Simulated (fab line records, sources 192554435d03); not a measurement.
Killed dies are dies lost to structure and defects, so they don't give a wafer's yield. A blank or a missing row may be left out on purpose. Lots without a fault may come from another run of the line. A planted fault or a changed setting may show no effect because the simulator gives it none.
Chamber matching | flow n5_finfet | N5_SDB_ETCH_18 on rie_diel-05: 4 sister chambers
The step etches SOC in N2/H2, target depth 100 nm, overetch 20 nm, time 150 s. 4 wafers are shown with their chamber, then 7 later ones without.

WAFERS WITH THEIR CHAMBER
wafer  | chamber | throttle_valve_pct (%)
L081.5 | 0       | 18.26
L084.2 | 1       | 17.57
L086.1 | 2       | 17.15
L086.5 | 3       | 17.98

WAFERS WITHOUT THEIR CHAMBER
wafer  | throttle_valve_pct (%)
L086.6 | 17.82
L091.1 | 17.15
L091.2 | 17.99
L091.3 | 17.60
L097.3 | 17.62
L097.4 | 17.18
L097.6 | 18.02

WHICH CHAMBER EACH WENT THROUGH
wafer  | from the rows above     | in truth
L086.6 | can't be placed: 3 or 1 | 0
L091.1 | 2                       | 2
L091.2 | 3                       | 3
L091.3 | 1                       | 1
L097.3 | 1                       | 1
L097.4 | 2                       | 2
L097.6 | 3                       | 3
Placed correctly: 6 of 7. Can't be placed from these rows: 1 (the true chamber is among the candidates in 0). Placed wrongly: 0.
How it was worked out, from the rows above alone: a wafer's distance from a chamber is the root of the sum, over the readings, of the square of ((its reading less the chamber's mean) divided by the reading's scatter). The wafer belongs to the nearest chamber; if the next one is less than 2 further off, it can't be placed. A chamber's mean is the mean of its shown wafers. The scatter: with one shown wafer a chamber, the root of the mean of the squares of how far each hidden wafer lies from its nearest shown one.
